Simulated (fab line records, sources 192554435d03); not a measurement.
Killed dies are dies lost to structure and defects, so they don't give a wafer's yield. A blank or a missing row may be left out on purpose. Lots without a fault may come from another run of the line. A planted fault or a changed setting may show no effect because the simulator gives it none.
Chamber matching | flow n5_finfet | N5_MOL_CONTACT_COAG_ALD_133 on ald_sin-01: 4 sister chambers
The step deposits SiO2, target thk 5 nm, pulse time 1 s, co reactant pulse time 1 s. 18 wafers are shown with their chamber, then 9 later ones without.

WAFERS WITH THEIR CHAMBER
wafer  | chamber | heater_power_w (W) | precursor_pulse_height_rel
L074.1 | 1       | 81                 | 1.030
L074.5 | 2       | 78                 | 0.976
L074.6 | 3       | 79                 | 0.967
L075.3 | 1       | 82                 | 0.999
L075.4 | 2       | 78                 | 1.018
L075.6 | 0       | 84                 | 1.022
L077.1 | 0       | 86                 | 1.014
L077.4 | 1       | 79                 | 1.014
L077.5 | 0       | 86                 | 0.990
L082.1 | 0       | 87                 | 0.996
L082.4 | 3       | 78                 | 0.986
L082.5 | 3       | 80                 | 0.998
L087.1 | 1       | 83                 | 0.973
L087.2 | 0       | 84                 | 1.003
L087.5 | 2       | 76                 | 1.022
L089.2 | 2       | 78                 | 0.998
L089.3 | 3       | 77                 | 1.007
L089.5 | 2       | 79                 | 1.007

SIGNATURES (means of the wafers above)
reading                    | chamber 0 | chamber 1 | chamber 2 | chamber 3 | scatter within a chamber
heater_power_w             | 85.40     | 81.25     | 77.80     | 78.50     | 1.36
precursor_pulse_height_rel | 1.00500   | 1.00400   | 1.00420   | 0.98950   | 0.0183
Rule: a wafer's distance from a chamber is the root of the sum, over the readings, of the square of ((its reading less the chamber's mean) divided by the reading's scatter). The wafer belongs to the nearest chamber; if the next one is less than 2 further off, it can't be placed. The scatter: the root of (the sum of the squares of (reading less its chamber's mean) over the shown wafers, divided by (wafers less chambers)).

WAFERS WITHOUT THEIR CHAMBER
wafer  | heater_power_w (W) | precursor_pulse_height_rel
L090.2 | 86                 | 1.017
L090.5 | 83                 | 0.986
L090.6 | 80                 | 1.030
L092.1 | 81                 | 1.009
L092.2 | 87                 | 1.007
L092.5 | 77                 | 0.996
L096.2 | 80                 | 1.018
L096.3 | 87                 | 0.997
L096.4 | 78                 | 0.983

WHICH CHAMBER EACH WENT THROUGH
wafer  | from the rows above          | in truth
L090.2 | 0                            | 0
L090.5 | can't be placed: 1 or 0 or 3 | 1
L090.6 | can't be placed: 1 or 2 or 3 | 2
L092.1 | can't be placed: 1 or 3      | 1
L092.2 | 0                            | 0
L092.5 | can't be placed: 2 or 3      | 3
L096.2 | can't be placed: 1 or 2 or 3 | 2
L096.3 | 0                            | 0
L096.4 | can't be placed: 3 or 2      | 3
Placed correctly: 3 of 9. Can't be placed from these rows: 6 (the true chamber is among the candidates in 6). Placed wrongly: 0.
